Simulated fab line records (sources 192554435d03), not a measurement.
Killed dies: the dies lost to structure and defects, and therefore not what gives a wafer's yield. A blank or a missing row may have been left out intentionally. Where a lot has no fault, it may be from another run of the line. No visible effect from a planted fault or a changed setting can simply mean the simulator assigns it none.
fab line records + flow n5-finfet
[record]
- lots = 9
- wafers = 27
- last-day = 18
route steps=1938 shown HKMG_FIN@445 BEOL_M4@1111
lots that met no fault: taken from a fault-free run of the same line
start-h: hours from the record's first day to the start of the lot's first wafer shown + wait-h: hours since the lot's step before + " unchanged from the row above + L1.1+2: one row covering several wafers at once + - value missing, or start not given + * or withheld: withheld + < > ~ a bound
route shown NAME@n: names a module that has steps shown in the file, with the first one's number in the route + usual: mean/standard deviation of fault-free wafers + same: alike in all rows + chamber/n: place in a boat + sites: per-site readings + _std_site: the standard deviation of these + _edge_site: outer sites' mean less inner sites' + radius-mm: for every site, how far away it sits from the centre of the wafer + mask NAME#n: copy n + behind: the most recent tool/chamber to have shaped the wafer + hold: cause of the lot's hold/its duration in hours/its outcome + device: the transistor (n, p or np) that didn't switch + end of line: at the end of the route, the tests of the same wafers + a step with no rows: only its recipe + killed: dies that structure and defects cost at the first sort, which is not the same as the wafer's yield + map: shows each die of a wafer: x if killed, . if not, _ if none is there
set.NAME: the run value of the setting; set.NAME@STEP: its run value at that earlier step + model.NAME: the simulator's own value behind a step, which no gauge read
a sample of lots followed through the steps of the route, with each step as a table and each wafer as a row
services: when a tool's chamber went out of use (start-h, in hours from the record's first day, below 0 if earlier), for how many hours, and the reason
[[steps]]
[step N5_HKMG_FIN_STRIP_89]
[recipe]
- chemistry = N2/H2
- material = SOC
- time-s = 20
- power-w = 500
- temp-c = 40
- pressure-mtorr = 50
- rf-frequency-hz = 6e+07
- bias-power-w = 8
- h2-frac = 0.5
- n2-flow-sccm = 300
- h2-flow-sccm = 300
[usual]
- drypump-motor-current-A = 5.7/0.47
- oes-product-au = 0.82/0.068
- rf-vpp-V = 54.2/0.77
- showerhead-plenum-p-Torr = 3.32/0.091
- throttle-valve-pct = 19.0/0.5
| lot.wafer | tool        | chamber | start-h | wait-h | drypump-motor-current-A | oes-product-au | rf-hours-counter-h | rf-vpp-V | showerhead-plenum-p-Torr | throttle-valve-pct |
|-----------|-------------|---------|---------|--------|-------------------------|----------------|--------------------|----------|--------------------------|--------------------|
| L138.3    | rie-diel-02 | 3       | 77.52   | 0.0    | 5.9                     | 0.80           | 94                 | 53.6     | 3.54                     | 18.6               |
| L138.4    | "           | 1       | "       | "      | 6.1                     | 0.80           | 101                | 53.8     | 3.23                     | 18.6               |
| L138.6    | "           | 2       | "       | "      | 5.7                     | 0.99           | -                  | 52.9     | 3.32                     | 20.0               |
| L141.1    | rie-diel-02 | 0       | 97.60   | 0.0    | 5.3                     | 0.73           | 165                | 53.7     | 3.35                     | 19.3               |
| L141.2    | "           | 3       | "       | "      | 5.9                     | 0.79           | 101                | 54.2     | 3.53                     | 18.6               |
| L141.6    | "           | 3       | "       | "      | 5.9                     | 0.79           | -                  | 54.4     | 3.53                     | 18.6               |
| L142.3    | rie-diel-02 | 1       | 100.70  | 0.0    | 6.1                     | 0.80           | 110                | 54.1     | 3.23                     | 18.7               |
| L142.5    | "           | 2       | "       | "      | 5.7                     | 0.96           | -                  | 53.0     | 3.32                     | 20.0               |
| L142.6    | "           | 1       | "       | "      | 6.1                     | 0.80           | -                  | 53.5     | 3.23                     | 18.6               |
| L150.1    | rie-diel-01 | 0       | 149.44  | 0.0    | 6.3                     | 0.86           | 54                 | 54.5     | 3.26                     | 18.7               |
| L150.2    | "           | 3       | "       | "      | 6.1                     | 0.78           | 103                | 52.7     | 3.25                     | 18.8               |
| L150.3    | "           | 2       | "       | "      | 5.6                     | 0.77           | 115                | 55.5     | 3.39                     | 19.5               |
| L153.3    | rie-diel-01 | 2       | 168.61  | 0.0    | 5.6                     | 0.76           | 123                | 54.2     | 3.39                     | 19.5               |
| L153.4    | "           | 0       | "       | "      | 6.3                     | 0.85           | -                  | 54.4     | 3.26                     | 18.7               |
| L153.6    | "           | 2       | "       | "      | 5.7                     | 0.76           | -                  | 53.8     | 3.39                     | 19.5               |
| L155.2    | rie-diel-04 | 1       | 181.58  | 0.0    | 5.4                     | 0.75           | 140                | 53.2     | 3.25                     | 19.7               |
| L155.4    | "           | 3       | "       | "      | 5.5                     | 0.83           | 53                 | 54.5     | 3.39                     | 18.6               |
| L155.5    | "           | 3       | "       | "      | 5.5                     | 0.84           | -                  | 54.5     | 3.39                     | 18.7               |
| L159.2    | rie-diel-04 | 1       | 205.29  | 0.0    | 5.4                     | 0.76           | 149                | 54.1     | 3.25                     | 19.7               |
| L159.3    | "           | 0       | "       | "      | 6.1                     | 0.86           | 47                 | 55.0     | 3.27                     | 18.8               |
| L159.5    | "           | 2       | "       | "      | 4.8                     | 0.87           | -                  | 52.8     | 3.41                     | 18.6               |
| L160.2    | rie-diel-04 | 2       | 210.40  | 0.0    | 4.7                     | 0.86           | 55                 | 54.8     | 3.41                     | 18.5               |
| L160.4    | "           | 1       | "       | "      | 5.4                     | 0.76           | -                  | 53.5     | 3.25                     | 19.7               |
| L160.6    | "           | 2       | "       | "      | 4.7                     | 0.86           | -                  | 55.1     | 3.41                     | 18.5               |
| L161.2    | rie-diel-04 | 0       | 215.52  | 0.0    | 6.2                     | 0.85           | 52                 | 54.9     | 3.26                     | 18.8               |
| L161.3    | "           | 3       | "       | "      | 5.5                     | 0.84           | 59                 | 54.1     | 3.38                     | 18.7               |
| L161.5    | "           | 0       | "       | "      | 6.1                     | 0.85           | -                  | 54.7     | 3.27                     | 18.8               |
[step N5_HKMG_FIN_STRIP_90]
[recipe]
- chemistry = N2/H2
- material = SOC
- time-s = 20
- power-w = 500
- temp-c = 40
- pressure-mtorr = 50
- rf-frequency-hz = 6e+07
- bias-power-w = 8
- h2-frac = 0.5
- n2-flow-sccm = 300
- h2-flow-sccm = 300
[usual]
- drypump-motor-current-A = 5.7/0.48
- oes-product-au = 0.82/0.072
- rf-vpp-V = 54.1/0.85
- showerhead-plenum-p-Torr = 3.34/0.099
- throttle-valve-pct = 19.0/0.5
| lot.wafer | tool        | chamber | start-h | wait-h | drypump-motor-current-A | oes-product-au | rf-hours-counter-h | rf-vpp-V | showerhead-plenum-p-Torr | throttle-valve-pct |
|-----------|-------------|---------|---------|--------|-------------------------|----------------|--------------------|----------|--------------------------|--------------------|
| L138.3    | rie-diel-04 | 0       | 78.71   | 0.0    | 6.1                     | 0.93           | 10                 | 53.6     | 3.29                     | 18.7               |
| L138.4    | "           | 2       | "       | "      | 4.8                     | 0.92           | 19                 | 53.7     | 3.43                     | 18.5               |
| L138.6    | "           | 2       | "       | "      | 4.8                     | 0.92           | -                  | 55.7     | 3.43                     | 18.5               |
| L141.1    | rie-diel-02 | 2       | 98.87   | 0.0    | 5.7                     | 0.95           | 14                 | 53.7     | 3.32                     | 20.0               |
| L141.2    | "           | 0       | "       | "      | 5.2                     | 0.71           | 166                | 54.5     | 3.35                     | 19.3               |
| L141.6    | "           | 3       | "       | "      | 5.9                     | 0.79           | -                  | 54.5     | 3.53                     | 18.6               |
| L142.3    | rie-diel-02 | 1       | 102.00  | 0.0    | 6.1                     | 0.78           | 110                | 54.0     | 3.22                     | 18.6               |
| L142.5    | "           | 3       | "       | "      | 5.9                     | 0.79           | -                  | 55.4     | 3.53                     | 18.6               |
| L142.6    | "           | 2       | "       | "      | 5.7                     | 0.94           | -                  | 53.0     | 3.32                     | 20.0               |
| L150.1    | rie-diel-01 | 1       | 150.79  | 0.0    | 5.0                     | 0.68           | 245                | 53.4     | 3.16                     | 19.1               |
| L150.2    | "           | 2       | "       | "      | 5.6                     | 0.76           | 116                | 54.3     | 3.39                     | 19.5               |
| L150.3    | "           | 3       | "       | "      | 6.2                     | 0.77           | 103                | 53.8     | 3.25                     | 18.8               |
| L153.3    | rie-diel-02 | 2       | 169.69  | 0.0    | 5.7                     | 0.89           | 45                 | 53.9     | 3.30                     | 20.1               |
| L153.4    | "           | 3       | "       | "      | 5.9                     | 0.77           | 132                | 53.5     | 3.51                     | 18.6               |
| L153.6    | "           | 2       | "       | "      | 5.7                     | 0.90           | -                  | 54.4     | 3.30                     | 20.1               |
| L155.2    | rie-diel-02 | 3       | 182.81  | 0.0    | 5.9                     | 0.75           | 137                | 54.4     | 3.51                     | 18.7               |
| L155.4    | "           | 1       | "       | "      | 6.2                     | 0.75           | 143                | 53.0     | 3.21                     | 18.7               |
| L155.5    | "           | 3       | "       | "      | 5.9                     | 0.75           | -                  | 52.4     | 3.51                     | 18.6               |
| L159.2    | rie-diel-04 | 2       | 206.52  | 0.0    | 4.8                     | 0.86           | 53                 | 55.2     | 3.41                     | 18.6               |
| L159.3    | "           | 1       | "       | "      | 5.4                     | 0.76           | 151                | 55.1     | 3.25                     | 19.7               |
| L159.5    | "           | 1       | "       | "      | 5.4                     | 0.76           | -                  | 53.8     | 3.25                     | 19.8               |
| L160.2    | rie-diel-04 | 2       | 211.48  | 0.0    | 4.7                     | 0.87           | 55                 | 55.2     | 3.41                     | 18.5               |
| L160.4    | "           | 2       | "       | "      | 4.7                     | 0.86           | -                  | 55.3     | 3.41                     | 18.6               |
| L160.6    | "           | 0       | "       | "      | 6.2                     | 0.85           | -                  | 54.4     | 3.27                     | 18.8               |
| L161.2    | rie-diel-04 | 2       | 216.59  | 0.0    | 4.7                     | 0.85           | 58                 | 53.8     | 3.41                     | 18.5               |
| L161.3    | "           | 3       | "       | "      | 5.5                     | 0.83           | 59                 | 54.8     | 3.38                     | 18.7               |
| L161.5    | "           | 1       | "       | "      | 5.4                     | 0.75           | -                  | 54.1     | 3.25                     | 19.7               |
[step N5_HKMG_FIN_ETCHBACK_68]
[recipe]
- chemistry = Cl2/Ar
- stop-on = HfO2
- target-depth-a = 5
- pressure-mtorr = 10
- icp-w = 600
- bias-w = 60
- Cl2_flow_sccm = 40
- Ar_flow_sccm = 60
[usual]
- drypump-motor-current-A = 5.8/0.35
- mfc-ar-sccm = 59.99/0.18
- oes-product-au = 0.76/0.11
- throttle-valve-pct = 20.87/0.17
| lot.wafer | tool         | chamber | start-h | wait-h | drypump-motor-current-A | mfc-ar-sccm | oes-product-au | rf-hours-counter-h | throttle-valve-pct |
|-----------|--------------|---------|---------|--------|-------------------------|-------------|----------------|--------------------|--------------------|
| L138.3    | rie-metal-01 | 1       | 78.90   | 0.1    | 5.8                     | 59.79       | 0.79           | -                  | 20.99              |
| L138.4    | "            | 0       | "       | "      | 6.3                     | 60.07       | 0.79           | -                  | 20.61              |
| L138.6    | "            | 1       | "       | "      | 5.7                     | 60.11       | 0.80           | -                  | 20.99              |
| L141.1    | rie-metal-02 | 1       | 99.03   | 0.0    | 5.9                     | 59.86       | 0.62           | 112                | 21.15              |
| L141.2    | "            | 0       | "       | "      | 6.2                     | 60.02       | 0.59           | 127                | 20.90              |
| L141.6    | "            | 1       | "       | "      | 5.9                     | 60.15       | 0.62           | -                  | 21.14              |
| L142.3    | rie-metal-01 | 1       | 102.20  | 0.1    | 5.7                     | 59.73       | 0.80           | -                  | 20.97              |
| L142.5    | "            | 1       | "       | "      | 5.7                     | 59.89       | 0.79           | -                  | 21.00              |
| L142.6    | "            | 0       | "       | "      | 6.3                     | 60.10       | 0.79           | -                  | 20.62              |
| L150.1    | rie-metal-03 | 0       | 150.98  | 0.0    | 5.5                     | 59.86       | 0.92           | 2                  | 20.87              |
| L150.2    | "            | 1       | "       | "      | 5.4                     | 60.11       | 0.83           | 21                 | 20.75              |
| L150.3    | "            | 1       | "       | "      | 5.4                     | 60.15       | 0.83           | -                  | 20.74              |
| L153.3    | rie-metal-03 | 0       | 169.89  | 0.1    | 5.4                     | 60.21       | 0.92           | -                  | 20.86              |
| L153.4    | "            | 1       | "       | "      | 5.4                     | 59.57       | 0.81           | -                  | 20.75              |
| L153.6    | "            | 0       | "       | "      | 5.4                     | 60.13       | 0.91           | -                  | 20.88              |
| L155.2    | rie-metal-03 | 0       | 182.97  | 0.0    | 5.4                     | 59.86       | 0.90           | 5                  | 20.88              |
| L155.4    | "            | 1       | "       | "      | 5.4                     | 60.01       | 0.82           | -                  | 20.76              |
| L155.5    | "            | 1       | "       | "      | 5.4                     | 60.09       | 0.82           | -                  | 20.74              |
| L159.2    | rie-metal-02 | 1       | 206.67  | 0.0    | 5.8                     | 59.88       | 0.59           | 123                | 21.17              |
| L159.3    | "            | 1       | "       | "      | 5.8                     | 59.93       | 0.59           | -                  | 21.19              |
| L159.5    | "            | 1       | "       | "      | 5.9                     | 60.09       | 0.59           | -                  | 21.18              |
| L160.2    | rie-metal-03 | 1       | 211.63  | 0.0    | 5.4                     | 59.78       | 0.81           | 26                 | 20.74              |
| L160.4    | "            | 0       | "       | "      | 5.5                     | 60.33       | 0.88           | -                  | 20.88              |
| L160.6    | "            | 0       | "       | "      | 5.5                     | 60.03       | 0.88           | -                  | 20.88              |
| L161.2    | rie-metal-03 | 1       | 216.76  | 0.0    | 5.4                     | 60.01       | 0.81           | 27                 | 20.74              |
| L161.3    | "            | 1       | "       | "      | 5.4                     | 60.05       | 0.81           | -                  | 20.75              |
| L161.5    | "            | 1       | "       | "      | 5.4                     | 60.24       | 0.80           | -                  | 20.75              |
[step N5_HKMG_FIN_ALD_21]
[recipe]
- material = TiN
- target-thk-a = 15
- temp-c = 400
- ald-precursor-family = TiCl4
- ald-co-reactant = NH3
- pulse-time-s = 1
- purge-time-s = 3
- co-reactant-purge-time-s = 2
- co-reactant-pulse-time-s = 2
- ald-cycles = 68
- pressure-torr = 3
[usual]
- ald-cycles = 68/0
- heater-power-w = 845/85
- precursor-pulse-height-rel = 1.002/0.019
[same]
- co-reactant-pulse-time-s = 2
| lot.wafer | tool         | chamber | start-h | wait-h | ald-cycles | heater-power-w | precursor-pulse-height-rel |
|-----------|--------------|---------|---------|--------|------------|----------------|----------------------------|
| L138.3    | ald-metal-02 | 3       | 79.39   | 0.1    | 68         | 897            | 0.982                      |
| L138.4    | "            | 1       | "       | "      | 68         | 792            | 0.990                      |
| L138.6    | "            | 1       | "       | "      | 68         | 783            | 1.018                      |
| L141.1    | ald-metal-03 | 3       | 99.56   | 0.3    | 68         | 767            | 1.028                      |
| L141.2    | "            | 2       | "       | "      | 68         | 870            | 1.013                      |
| L141.6    | "            | 1       | "       | "      | 68         | 813            | 1.006                      |
| L142.3    | ald-metal-04 | 0       | 102.68  | 0.1    | 68         | 731            | 1.024                      |
| L142.5    | "            | 3       | "       | "      | 68         | 891            | 1.027                      |
| L142.6    | "            | 0       | "       | "      | 68         | 735            | 1.003                      |
| L150.1    | ald-metal-04 | 3       | 151.55  | 0.3    | 88         | 858            | 1.039                      |
| L150.2    | "            | 1       | "       | "      | 68         | 827            | 1.019                      |
| L150.3    | "            | 0       | "       | "      | 68         | 728            | 0.981                      |
| L153.3    | ald-metal-02 | 2       | 170.41  | 0.2    | 68         | 756            | 1.016                      |
| L153.4    | "            | 0       | "       | "      | 68         | 1008           | 1.031                      |
| L153.6    | "            | 3       | "       | "      | 68         | 913            | 1.033                      |
| L155.2    | ald-metal-03 | 0       | 183.50  | 0.3    | 68         | 776            | 0.982                      |
| L155.4    | "            | 2       | "       | "      | 68         | 898            | 0.975                      |
| L155.5    | "            | 2       | "       | "      | 68         | 904            | 0.975                      |
| L159.2    | ald-metal-02 | 0       | 207.21  | 0.3    | 68         | 1024           | 0.995                      |
| L159.3    | "            | 1       | "       | "      | 68         | 796            | 1.006                      |
| L159.5    | "            | 1       | "       | "      | 68         | 809            | 1.008                      |
| L160.2    | ald-metal-03 | 2       | 212.16  | 0.3    | 68         | 874            | 1.029                      |
| L160.4    | "            | 0       | "       | "      | 68         | 750            | 1.016                      |
| L160.6    | "            | 2       | "       | "      | 68         | 870            | 1.000                      |
| L161.2    | ald-metal-04 | 0       | 217.28  | 0.3    | 68         | 713            | 1.010                      |
| L161.3    | "            | 3       | "       | "      | 68         | 861            | 1.000                      |
| L161.5    | "            | 3       | "       | "      | 68         | 871            | 0.991                      |
[step N5_BEOL_M4_RC_MEAS_101]
[usual]
- DIBL_N = 36.0/2
- DIBL_P = 36.2/2.2
- IOFF_N = 0.16/0.034
- IOFF_P = 0.21/0.04
- ION_N = 675/12
- ION_P = 463/7.2
- SS_N = 71.6/0.6
- SS_P = 73.3/0.67
- VT_N = 250/3
- VT_P = -251/3.4
| lot.wafer | tool      | chamber | start-h | wait-h | DIBL_N[mV/V] | DIBL_P[mV/V] | IOFF_N[nA/um] | IOFF_P[nA/um] | ION_N[uA/um] | ION_P[uA/um] | SS_N[mV/dec] | SS_P[mV/dec] | VT_N[mV] | VT_P[mV] |
|-----------|-----------|---------|---------|--------|--------------|--------------|---------------|---------------|--------------|--------------|--------------|--------------|----------|----------|
| L138.3    | prober-02 | 0       | 169.71  | 0.3    | 37.7         | 36.6         | 0.17          | 0.21          | 670          | 452          | 72.3         | 74.3         | 251      | -252     |
| L138.4    | "         | 0       | "       | "      | 35.6         | 34.6         | 0.12          | 0.18          | 662          | 457          | 72.2         | 73.1         | 253      | -255     |
| L138.6    | "         | 0       | "       | "      | 35.6         | 34.4         | 0.14          | 0.18          | 650          | 451          | 71.8         | 73.6         | 250      | -256     |
| L141.1    | prober-02 | 0       | 193.11  | 0.0    | 36.7         | 38.3         | 0.18          | 0.23          | 680          | 465          | 71.9         | 72.7         | 249      | -249     |
| L141.2    | "         | 0       | "       | "      | 34.7         | 36.3         | 0.15          | 0.20          | 669          | 461          | 71.4         | 72.7         | 251      | -252     |
| L141.6    | "         | 0       | "       | "      | 35.8         | 37.5         | 0.16          | 0.21          | 669          | 460          | 71.4         | 72.5         | 248      | -252     |
| L142.3    | prober-02 | 0       | 198.35  | 0.3    | 35.2         | 35.2         | 0.14          | 0.18          | 681          | 460          | 71.1         | 73.5         | 251      | -251     |
| L142.5    | "         | 0       | "       | "      | 36.7         | 36.1         | 0.16          | 0.18          | 673          | 455          | 71.7         | 72.3         | 251      | -254     |
| L142.6    | "         | 0       | "       | "      | 34.6         | 35.2         | 0.13          | 0.17          | 665          | 461          | 70.6         | 72.1         | 250      | -252     |
| L150.1    | prober-01 | 0       | 245.20  | 0.0    | 37.9         | 39.9         | 0.20          | 0.28          | 682          | 468          | 72.1         | 74.6         | 244      | -246     |
| L150.2    | "         | 0       | "       | "      | 37.9         | 39.9         | 0.20          | 0.29          | 694          | 481          | 72.4         | 73.7         | 245      | -246     |
| L150.3    | "         | 0       | "       | "      | 35.4         | 36.6         | 0.16          | 0.24          | 678          | 470          | 71.5         | 73.3         | 248      | -248     |
| L153.3    | prober-01 | 0       | 268.27  | 0.3    | 35.6         | 35.2         | 0.16          | 0.23          | 679          | 463          | 71.4         | 73.3         | 251      | -246     |
| L153.4    | "         | 0       | "       | "      | 39.0         | 39.3         | 0.24          | 0.31          | 697          | 477          | 72.2         | 74.0         | 246      | -245     |
| L153.6    | "         | 0       | "       | "      | 35.0         | 34.8         | 0.16          | 0.22          | 673          | 461          | 71.5         | 73.1         | 249      | -247     |
| L155.2    | prober-02 | 0       | 279.87  | 0.2    | 34.0         | 35.0         | 0.12          | 0.19          | 664          | 466          | 70.8         | 73.1         | 256      | -253     |
| L155.4    | "         | 0       | "       | "      | 35.0         | 35.1         | 0.13          | 0.19          | 669          | 453          | 71.7         | 73.5         | 253      | -253     |
| L155.5    | "         | 0       | "       | "      | 33.0         | 33.5         | 0.11          | 0.17          | 653          | 459          | 70.2         | 72.1         | 256      | -252     |
| L160.2    | prober-01 | 0       | 311.77  | 0.2    | 39.8         | 39.3         | 0.24          | 0.29          | 696          | 470          | 72.4         | 74.2         | 243      | -246     |
| L160.4    | "         | 0       | "       | "      | 35.9         | 36.6         | 0.17          | 0.23          | 690          | 464          | 71.0         | 72.5         | 247      | -247     |
| L160.6    | "         | 0       | "       | "      | 35.3         | 35.1         | 0.15          | 0.21          | 669          | 467          | 71.4         | 72.7         | 251      | -252     |
| L159.2    | prober-02 | 0       | 314.82  | 0.2    | 36.8         | 36.9         | 0.16          | 0.20          | 672          | 463          | 71.1         | 73.5         | 249      | -253     |
| L159.3    | "         | 0       | "       | "      | 38.6         | 37.4         | 0.20          | 0.21          | 692          | 465          | 71.9         | 73.9         | 247      | -251     |
| L159.5    | "         | 0       | "       | "      | 34.2         | 32.8         | 0.13          | 0.16          | 664          | 452          | 71.2         | 71.9         | 252      | -254     |
| L161.2    | prober-01 | 0       | 317.14  | 0.2    | 34.0         | 33.6         | 0.12          | 0.18          | 669          | 459          | 71.1         | 73.0         | 253      | -252     |
| L161.3    | "         | 0       | "       | "      | 35.2         | 34.5         | 0.14          | 0.19          | 666          | 456          | 71.7         | 73.5         | 252      | -254     |
| L161.5    | "         | 0       | "       | "      | 35.9         | 34.8         | 0.15          | 0.19          | 673          | 456          | 71.7         | 72.7         | 250      | -253     |
[[services]]
| tool         | chamber | start-h | hours | kind                          |
|--------------|---------|---------|-------|-------------------------------|
| rie-diel-04  | 3       | 58.26   | 5.1   | repair                        |
| rie-diel-01  | 0       | 61.42   | 4.9   | repair                        |
| rie-diel-02  | -       | 63.20   | 0.4   | repair                        |
| rie-diel-04  | 2       | 85.92   | 7.1   | repair                        |
| rie-diel-01  | 0       | 90.34   | 2.5   | repair                        |
| rie-diel-04  | -       | 93.97   | 28.1  | pm                            |
| rie-metal-03 | 0       | 98.66   | -     | clean                         |
| rie-metal-03 | 0       | 98.66   | 32.9  | scheduled-down                |
| rie-metal-03 | 0       | 98.66   | 32.9  | vent-cycle                    |
| ald-metal-04 | -       | 117.95  | 8.7   | pm                            |
| rie-metal-02 | -       | 120.62  | 4.0   | pm                            |
| rie-diel-01  | 3       | 123.27  | 6.5   | repair                        |
| ald-metal-03 | 1       | 127.24  | 24.1  | repair                        |
| rie-diel-02  | 0       | 128.23  | 12.0  | repair                        |
| rie-diel-04  | -       | 131.45  | 0.3   | repair                        |
| ald-metal-04 | -       | 137.10  | 0.7   | repair                        |
| rie-diel-01  | 1       | 162.05  | -     | clean                         |
| rie-diel-01  | 1       | 162.05  | -     | consumable-replace:focus-ring |
| rie-diel-01  | 1       | 162.05  | -     | consumable-replace:showerhead |
| rie-diel-01  | 1       | 162.05  | 22.6  | scheduled-down                |
| rie-diel-01  | 1       | 162.05  | 22.6  | vent-cycle                    |
| rie-diel-01  | -       | 196.61  | 0.9   | repair                        |
| rie-diel-04  | 3       | 198.02  | 17.3  | repair                        |
| rie-metal-02 | -       | 210.06  | 10.0  | pm                            |
[[key]]
[first-sign]
- step = N5_HKMG_FIN_ALD_21
- reading = ald-cycles
- direction = up
- sigmas = 99+
- usual = *
- struck = *
effect none on later readings
met-at N5_HKMG_FIN_ALD_21
struck-lots L150
struck-wafers L150.1
not-acting-at N5_HKMG_FIN_STRIP_89,N5_HKMG_FIN_STRIP_90,N5_HKMG_FIN_ETCHBACK_68
onset-between 102.68 151.55
[fault]
- kind = process-parameter-drift
- tool = ald-metal-04
- chamber = -
- onset-h = 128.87
- steps = N5_HKMG_FIN_ALD_21
- channel = ald-cycles
- offset = *
- shape = step
- end-h = 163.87
- scope = struck-wafers-only
- acts-in = *
- stated = *
